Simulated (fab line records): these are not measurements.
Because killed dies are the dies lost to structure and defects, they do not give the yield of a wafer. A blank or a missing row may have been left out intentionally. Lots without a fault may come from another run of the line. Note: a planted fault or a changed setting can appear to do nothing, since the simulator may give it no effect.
fab line records	flow n5Finfet	part 1 of 2: steps 1 to 4 of 6
record: lots: 23	wafers: 69	lastDay: 21
route steps=1938 shown BEOL_M0@743 BEOL_M1@765
lots that met no fault: from a run of the same line without faults
startH: hours from the record's opening day to when the first of the lot's shown wafers began	waitH: hours since the lot's step before	" as in the row above	L1.1+2: a row that stands for several wafers	- no value, or no start given	* or withheld: withheld	< > ~ a bound
route shown NAME@n: names a module that has steps shown in the file, with the first one's number in the route	usual: the fault-free wafers' mean and standard deviation	same: alike in all rows	chamber/n: place in a boat	sites: per-site readings	_std_site: standard deviation across them	_edge_site: mean of outer sites minus mean of inner sites	radiusMm: for every site, how far away it sits from the centre of the wafer	mask NAME#n: copy n	behind: tool/chamber where the wafer was last shaped	hold: what put the lot on hold/how long, in hours/how the hold closed	device: the n, p or np transistor that did not switch	end of line: the tests these same wafers got at the end of their route	step lacking rows: just its recipe	killed: at the first sort, the dies lost to defects and structure; wafer yield is something else	map: dies across one wafer; x = killed, . = not, _ = none there
set.NAME: the run value of the setting; set.NAME@STEP: its run value at that earlier step	model.NAME: the simulator's own value behind a step, which no gauge read
steps of the route over a sample of lots; a table a step, a row a wafer
services: from which hour (startH, from the record's first day; less than 0 if before it) a tool's chamber was out of use, for how many hours, and why
== steps ==
step: N5_BEOL_M0_CMP_120
recipe: stopOn: SiOC	tOverpolishS: 6.9	downForcePsi: 1	platenRpm: 50	clearingPlatenDownForcePsi: 1.5	clearingPlatenRpm: 50	postCmpClean: cuAlkaline	clearingPlatenPadVelocityMS: 0.99484	padVelocityMS: 0.99484
usual: barrierFieldEndpointS: 3.67/0.17	motorCurrentA: 6.0/0.58	overpolishRunS: 6.901/0.0081	timeToEndpointS: 63/4.5
lot.wafer	tool	chamber	startH	waitH	barrierFieldEndpointS	motorCurrentA	overpolishRunS	timeToEndpointS
L074.3	cmp-04	1	117.79	0.2	3.33	6.1	6.906	56
L074.4	"	0	"	"	3.64	6.1	6.892	71
L074.6	"	2	"	"	3.46	5.9	6.893	64
L075.1	cmp-01	0	120.43	0.3	3.52	6.2	6.910	57
L075.3	"	3	"	"	3.52	6.9	6.898	60
L075.6	"	0	"	"	3.60	6.5	6.899	59
L076.1	cmp-03	1	127.36	0.3	3.64	5.4	6.896	68
L076.4	"	0	"	"	3.73	5.8	6.904	71
L076.6	"	1	"	"	3.70	5.4	6.901	66
L077.3	cmp-04	1	140.57	0.2	3.52	6.1	6.899	53
L077.6	"	3	"	"	3.55	6.1	6.909	63
L077.5	"	0	"	"	3.74	6.7	6.894	66
L078.2	cmp-03	3	146.60	0.2	3.64	6.2	6.908	70
L078.4	"	1	"	"	3.50	5.7	6.901	64
L078.6	"	3	"	"	3.52	6.1	6.897	67
L080.2	cmp-03	1	162.61	0.2	3.55	5.5	6.900	63
L080.3	"	2	"	"	3.69	5.1	6.906	65
L080.5	"	1	"	"	3.68	5.5	6.903	63
L081.1	cmp-03	0	171.71	0.3	3.62	5.9	6.920	65
L081.2	"	3	"	"	3.76	6.0	6.912	67
L081.5	"	1	"	"	3.56	5.5	6.899	59
L083.2	cmp-01	2	171.84	0.2	3.52	5.3	6.908	60
L083.4	"	3	"	"	3.71	7.1	6.897	61
L083.3	"	1	"	"	3.53	6.3	6.898	57
L082.2	cmp-03	3	173.17	0.2	3.74	6.2	6.915	62
L082.6	"	3	"	"	3.73	6.4	6.914	65
L082.5	"	0	"	"	3.46	5.7	6.901	62
L085.1	cmp-01	0	183.49	0.3	3.47	6.1	6.894	61
L085.3	"	2	"	"	3.59	5.2	6.909	66
L085.2	"	3	"	"	3.74	6.9	6.903	68
L084.4	cmp-03	0	186.45	0.2	3.79	5.9	6.891	70
L084.2	"	1	"	"	3.75	5.4	6.904	63
L084.5	"	3	"	"	3.85	6.1	6.901	68
L086.3	cmp-04	2	191.93	0.7	3.75	5.8	6.905	63
L086.4	"	0	"	"	4.08	6.5	6.886	67
L086.5	"	2	"	"	3.80	6.1	6.919	61
L087.3	cmp-03	2	195.86	0.3	4.00	4.9	6.885	68
L087.2	"	0	"	"	3.82	5.7	6.893	66
L087.5	"	2	"	"	3.56	4.9	6.891	68
L088.3	cmp-04	0	196.24	0.3	3.89	6.3	6.915	68
L088.5	"	1	"	"	3.63	5.9	6.902	56
L088.6	"	2	"	"	3.95	6.1	6.911	64
L089.4	cmp-03	1	206.13	0.1	3.88	5.7	6.900	66
L089.2	"	0	"	"	3.72	5.7	6.884	69
L089.6	"	1	"	"	3.66	5.4	6.906	65
L090.2	cmp-03	0	216.73	0.3	3.93	5.8	6.904	67
L090.4	"	1	"	"	3.61	5.4	6.914	64
L090.5	"	2	"	"	4.08	5.3	6.887	69
L091.1	cmp-04	1	217.19	0.3	3.50	6.4	6.884	56
L091.2	"	2	"	"	3.71	5.9	6.919	64
L091.4	"	0	"	"	3.83	6.3	6.891	69
L092.4	cmp-01	3	231.42	0.2	3.84	6.7	6.897	64
L092.1	"	1	"	"	3.50	6.9	6.893	59
L092.6	"	3	"	"	3.73	7.0	6.906	65
L093.1	cmp-01	0	233.89	0.3	3.64	5.7	6.903	61
L093.6	"	2	"	"	3.59	5.3	6.900	59
L093.5	"	3	"	"	3.62	7.0	6.905	62
L094.2	cmp-03	2	242.25	0.2	3.71	5.1	6.908	69
L094.4	"	3	"	"	3.68	6.3	6.909	69
L094.3	"	1	"	"	3.45	5.4	6.899	65
L095.2	cmp-04	2	249.89	0.2	3.23	5.9	6.886	59
L095.3	"	3	"	"	3.60	6.2	6.905	59
L095.5	"	2	"	"	3.57	6.0	6.886	62
L096.3	cmp-04	0	252.46	0.2	3.72	6.5	6.894	62
L096.2	"	1	"	"	3.40	6.2	6.902	51
L096.4	"	3	"	"	3.86	6.0	6.899	65
L097.1	cmp-01	0	260.00	0.3	3.72	6.1	6.905	61
L097.2	"	1	"	"	3.40	6.8	6.904	58
L097.4	"	2	"	"	3.57	5.0	6.905	59
step: N5_BEOL_M0_DEP_125
recipe: material: SiCN	targetThkA: 80	tempC: withheld	precursor: 3MS/NH3	pressureTorr: 3	rfW: 202	timeS: 14
usual: showerheadPlenumPTorr: 3.661/0.012	throttleValvePct: 8.9/0.55
same: timeS: 14
lot.wafer	tool	chamber	startH	waitH	showerheadPlenumPTorr	sinceWetCleanH	throttleValvePct
L074.3	pecvd-01	1	118.37	0.0	3.679	-	9.3
L074.4	"	2	"	"	3.651	-	8.7
L074.6	"	1	"	"	3.686	-	9.2
L075.1	pecvd-03	2	120.92	0.0	3.639	2094	8.3
L075.3	"	1	"	"	3.676	1369	9.7
L075.6	"	0	"	"	3.672	-	8.9
L076.1	pecvd-03	1	127.90	0.0	3.663	1376	9.5
L076.4	"	1	"	"	3.666	-	9.6
L076.6	"	2	"	"	3.649	-	8.2
L077.3	pecvd-02	2	141.22	0.0	3.656	91	8.2
L077.5	"	1	"	"	3.671	-	9.5
L077.6	"	2	"	"	3.656	-	8.1
L078.2	pecvd-03	2	147.05	0.0	3.651	2120	8.2
L078.4	"	2	"	"	3.640	-	8.6
L078.6	"	0	"	"	3.665	-	8.9
L080.2	pecvd-02	0	163.10	0.0	3.655	867	8.8
L080.3	"	2	"	"	3.660	113	8.2
L080.5	"	2	"	"	3.658	-	8.1
L081.1	pecvd-01	0	172.19	0.0	3.645	1057	9.7
L081.2	"	1	"	"	3.679	1782	9.3
L081.5	"	1	"	"	3.673	-	9.4
L083.2	pecvd-02	1	172.33	0.0	3.668	1601	9.5
L083.3	"	2	"	"	3.667	122	8.2
L083.4	"	1	"	"	3.671	-	9.3
L082.2	pecvd-02	1	173.66	0.0	3.669	1603	9.3
L082.5	"	0	"	"	3.661	-	8.9
L082.6	"	1	"	"	3.675	-	9.4
L085.1	pecvd-03	1	183.98	0.0	3.676	1432	9.5
L085.2	"	2	"	"	3.642	2157	8.3
L085.3	"	0	"	"	3.675	707	8.7
L084.2	pecvd-02	0	186.87	0.0	3.652	891	8.8
L084.4	"	0	"	"	3.643	-	8.9
L084.5	"	2	"	"	3.656	-	7.9
L086.3	pecvd-02	2	192.63	0.0	3.660	143	8.0
L086.4	"	1	"	"	3.666	-	9.4
L086.5	"	2	"	"	3.647	-	8.0
L087.2	pecvd-02	0	196.40	0.0	3.658	900	8.6
L087.3	"	2	"	"	3.651	146	8.2
L087.5	"	2	"	"	3.662	-	8.0
L088.3	pecvd-03	0	196.62	0.0	3.669	719	8.8
L088.5	"	2	"	"	3.647	-	8.4
L088.6	"	1	"	"	3.672	-	9.6
L089.2	pecvd-03	1	206.65	0.0	3.666	1454	9.5
L089.4	"	1	"	"	3.674	-	9.5
L089.6	"	1	"	"	3.670	-	9.6
L090.2	pecvd-02	0	217.20	0.0	3.649	921	8.9
L090.4	"	2	"	"	3.659	-	8.1
L090.5	"	0	"	"	3.654	-	9.2
L091.1	pecvd-02	2	217.81	0.0	3.652	168	8.4
L091.2	"	0	"	"	3.656	922	8.8
L091.4	"	0	"	"	3.649	-	9.0
L092.1	pecvd-03	0	231.87	0.0	3.668	755	9.1
L092.4	"	0	"	"	3.665	-	9.0
L092.6	"	2	"	"	3.643	-	8.0
L093.1	pecvd-03	2	234.31	0.0	3.644	3	8.1
L093.5	"	2	"	"	3.640	-	8.3
L093.6	"	1	"	"	3.662	-	9.7
L094.2	pecvd-02	1	242.73	0.0	3.666	1672	9.4
L094.3	"	0	"	"	3.664	947	8.9
L094.4	"	0	"	"	3.647	-	8.9
L095.2	pecvd-02	0	250.36	0.0	3.647	954	9.0
L095.3	"	2	"	"	3.655	200	8.2
L095.5	"	0	"	"	3.656	-	8.9
L096.2	pecvd-03	2	252.96	0.0	3.646	22	8.0
L096.3	"	2	"	"	3.650	-	8.4
L096.4	"	1	"	"	3.675	-	9.4
L097.1	pecvd-03	2	260.49	0.0	3.640	29	8.3
L097.2	"	0	"	"	3.669	783	9.1
L097.4	"	0	"	"	3.657	-	8.7
step: N5_BEOL_M1_OVL_MEAS_12
recipe: pointsPerWafer: 522
usual: M1_OVL: -0.6/0.85
lot.wafer	tool	chamber	startH	waitH	M1_OVL[nm]
L074.3	overlay-02	0	119.45	0.0	-0.6
L074.4	"	0	"	"	0.2
L074.6	"	0	"	"	-0.7
L075.1	overlay-01	0	122.38	0.0	-1.3
L075.3	"	0	"	"	-1.7
L075.6	"	0	"	"	-0.5
L076.1	overlay-02	0	129.67	0.0	0.6
L076.4	"	0	"	"	0.2
L076.6	"	0	"	"	0.9
L077.3	overlay-01	0	143.58	0.0	0.2
L077.5	"	0	"	"	0.0
L077.6	"	0	"	"	-1.7
L078.2	overlay-01	0	147.84	0.1	-1.9
L078.4	"	0	"	"	-2.4
L078.6	"	0	"	"	-2.2
L080.2	overlay-01	0	163.81	0.0	-0.3
L080.3	"	0	"	"	0.1
L080.5	"	0	"	"	0.9
L081.1	overlay-01	0	173.40	0.0	-1.8
L081.2	"	0	"	"	-1.4
L081.5	"	0	"	"	-1.7
L083.2	overlay-01	0	173.77	0.0	-1.2
L083.3	"	0	"	"	-0.7
L083.4	"	0	"	"	0.1
L082.2	overlay-01	0	174.50	0.0	0.9
L082.5	"	0	"	"	0.3
L082.6	"	0	"	"	1.2
L085.1	overlay-01	0	185.89	0.0	-1.0
L085.2	"	0	"	"	-2.5
L085.3	"	0	"	"	-0.8
L084.2	overlay-01	0	191.20	0.1	0.6
L084.4	"	0	"	"	-0.6
L084.5	"	0	"	"	-0.1
L086.3	overlay-01	0	194.86	0.1	0.2
L086.4	"	0	"	"	0.0
L086.5	"	0	"	"	-0.6
L087.2	overlay-01	0	201.38	0.0	-0.3
L087.3	"	0	"	"	-0.5
L087.5	"	0	"	"	-0.8
L088.3	overlay-01	0	201.49	0.0	-0.2
L088.5	"	0	"	"	-0.4
L088.6	"	0	"	"	-1.1
L089.2	overlay-01	0	207.70	0.0	0.3
L089.4	"	0	"	"	-0.1
L089.6	"	0	"	"	0.5
L090.2	overlay-01	0	217.93	0.0	-0.4
L090.4	"	0	"	"	0.8
L090.5	"	0	"	"	0.3
L091.1	overlay-01	0	221.00	0.0	-1.2
L091.2	"	0	"	"	-1.0
L091.4	"	0	"	"	0.0
L092.1	overlay-01	0	234.90	0.0	-0.9
L092.4	"	0	"	"	0.1
L092.6	"	0	"	"	-0.4
L093.1	overlay-01	0	236.05	0.0	-0.2
L093.5	"	0	"	"	-0.6
L093.6	"	0	"	"	-0.4
L094.2	overlay-01	0	245.70	0.0	0.0
L094.3	"	0	"	"	-0.6
L094.4	"	0	"	"	-1.3
L095.2	overlay-01	0	251.59	0.0	-1.1
L095.3	"	0	"	"	-1.0
L095.5	"	0	"	"	-1.0
L096.2	overlay-01	0	254.97	0.0	-1.6
L096.3	"	0	"	"	-1.4
L096.4	"	0	"	"	0.0
L097.1	overlay-01	0	262.49	0.0	0.8
L097.2	"	0	"	"	-0.3
L097.4	"	0	"	"	1.1
step: N5_BEOL_M1_DESCUM_16
recipe: chemistry: O2	timeS: 7	sourcePowerW: 50	biasPowerW: 20	pressureMtorr: 20	rfFrequencyHz: 2.712e+07	tempC: 40	resist: CAR-EUV	o2FlowSccm: 225
usual: drypumpMotorCurrentA: 5.7/0.35	oesProductAu: 0.79/0.08	rfVppV: 243.4/1.5	showerheadPlenumPTorr: 2.10/0.083	throttleValvePct: 20.4/0.34
same: timeS: 7
lot.wafer	tool	chamber	startH	waitH	drypumpMotorCurrentA	oesProductAu	rfHoursCounterH	rfVppV	showerheadPlenumPTorr	throttleValvePct
L074.3	rieDiel-03	3	119.53	0.0	5.2	0.94	16	245.0	2.20	20.0
L074.4	"	0	"	"	6.2	0.82	101	243.1	2.13	20.2
L074.6	"	1	"	"	5.8	0.73	-	243.7	2.18	21.1
L075.1	rieDiel-02	1	122.47	0.0	5.4	0.80	114	241.4	2.03	20.2
L075.3	"	3	"	"	5.9	0.76	155	245.0	2.20	20.6
L075.6	"	2	"	"	5.7	0.78	-	241.0	1.94	20.5
L076.1	rieDiel-06	3	129.76	0.0	5.4	0.93	17	243.1	2.02	20.1
L076.4	"	0	"	"	6.2	0.83	74	244.7	2.12	20.2
L076.6	"	3	"	"	5.4	0.93	-	244.1	2.02	20.1
L077.3	rieDiel-02	1	143.66	0.0	5.4	0.79	118	243.1	2.03	20.2
L077.5	"	3	"	"	5.9	0.76	-	244.1	2.20	20.6
L077.6	"	2	"	"	5.7	0.77	-	241.1	1.93	20.5
L078.2	rieDiel-02	3	147.93	0.0	5.9	0.76	160	243.5	2.20	20.6
L078.4	"	2	"	"	5.7	0.78	129	238.9	1.93	20.5
L078.6	"	2	"	"	5.7	0.77	-	240.9	1.93	20.5
L080.2	rieDiel-06	0	163.90	0.0	6.2	0.82	79	243.0	2.12	20.2
L080.3	"	3	"	"	5.4	0.92	22	243.5	2.02	20.1
L080.5	"	0	"	"	6.2	0.82	-	244.6	2.12	20.2
L081.1	rieDiel-06	0	173.49	0.0	6.2	0.82	80	243.4	2.12	20.2
L081.2	"	2	"	"	5.2	0.91	15	243.9	2.12	19.8
L081.5	"	1	"	"	5.5	0.68	-	244.4	2.15	20.5
L083.2	rieDiel-03	1	173.85	0.0	5.8	0.72	214	243.1	2.17	21.1
L083.3	"	0	"	"	6.1	0.82	112	243.0	2.13	20.3
L083.4	"	0	"	"	6.2	0.82	-	242.5	2.13	20.2
L082.2	rieDiel-02	1	174.59	0.0	5.4	0.79	123	242.6	2.03	20.2
L082.5	"	2	"	"	5.7	0.76	-	240.0	1.93	20.5
L082.6	"	3	"	"	5.9	0.75	-	245.0	2.20	20.6
L085.1	rieDiel-03	2	186.04	0.1	6.2	0.88	57	244.4	2.20	20.2
L085.2	"	3	"	"	5.1	0.92	29	246.1	2.19	20.0
L085.3	"	0	"	"	6.1	0.82	114	242.8	2.13	20.2
L084.2	rieDiel-02	3	191.29	0.0	5.8	0.75	168	244.6	2.20	20.6
L084.4	"	2	"	"	5.7	0.77	137	239.6	1.93	20.5
L084.5	"	3	"	"	5.9	0.74	-	244.9	2.20	20.6
L086.3	rieDiel-02	2	195.17	0.3	5.6	0.77	138	241.8	1.93	20.5
L086.4	"	0	"	"	5.8	0.67	240	242.9	2.08	20.8
L086.5	"	0	"	"	5.8	0.67	-	243.4	2.08	20.8
L087.2	rieDiel-06	1	201.47	0.0	5.5	0.67	226	243.4	2.15	20.6
L087.3	"	2	"	"	5.2	0.89	23	244.9	2.12	19.8
L087.5	"	0	"	"	6.2	0.81	-	243.8	2.11	20.3
L088.3	rieDiel-02	2	201.57	0.0	5.6	0.77	138	240.0	1.93	20.5
L088.5	"	3	"	"	5.9	0.75	-	244.5	2.20	20.6
L088.6	"	0	"	"	5.7	0.67	-	242.1	2.08	20.8
L089.2	rieDiel-03	1	207.80	0.0	5.8	0.71	221	244.2	2.17	21.1
L089.4	"	0	"	"	6.2	0.81	119	242.9	2.13	20.2
L089.6	"	3	"	"	5.2	0.90	-	245.4	2.19	20.0
L090.2	rieDiel-06	1	218.23	0.2	5.5	0.67	231	243.2	2.15	20.6
L090.4	"	0	"	"	6.3	0.80	92	243.8	2.11	20.2
L090.5	"	2	"	"	5.2	0.88	-	244.1	2.11	19.8
L091.1	rieDiel-02	2	221.09	0.0	5.7	0.77	146	240.2	1.93	20.5
L091.2	"	3	"	"	5.8	0.74	177	244.8	2.20	20.6
L091.4	"	3	"	"	5.8	0.74	-	244.8	2.20	20.6
L092.1	rieDiel-03	3	235.12	0.2	5.1	0.88	41	244.9	2.19	20.0
L092.4	"	2	"	"	6.2	0.85	70	245.5	2.20	20.2
L092.6	"	1	"	"	5.8	0.70	-	243.3	2.17	21.1
L093.1	rieDiel-06	2	236.25	0.1	5.2	0.87	35	243.4	2.11	19.9
L093.5	"	2	"	"	5.2	0.87	-	245.1	2.11	19.9
L093.6	"	0	"	"	6.2	0.80	-	242.9	2.11	20.3
L094.2	rieDiel-02	2	246.35	0.6	5.7	0.77	155	240.6	1.93	20.5
L094.3	"	1	"	"	5.4	0.77	140	242.2	2.02	20.2
L094.4	"	1	"	"	5.5	0.77	-	241.7	2.02	20.3
L095.2	rieDiel-06	2	251.90	0.3	5.2	0.86	41	243.2	2.11	19.8
L095.3	"	1	"	"	5.5	0.66	243	244.6	2.14	20.6
L095.5	"	0	"	"	6.3	0.80	-	242.7	2.11	20.3
L096.2	rieDiel-03	1	255.18	0.1	5.8	0.70	237	245.6	2.17	21.1
L096.3	"	2	"	"	6.3	0.84	76	245.7	2.20	20.2
L096.4	"	3	"	"	5.2	0.88	49	246.6	2.19	20.1
L097.1	rieDiel-06	2	262.58	0.0	5.2	0.86	45	242.7	2.11	19.9
L097.2	"	1	"	"	5.5	0.66	248	245.6	2.14	20.6
L097.4	"	3	"	"	5.4	0.88	50	243.1	2.01	20.1
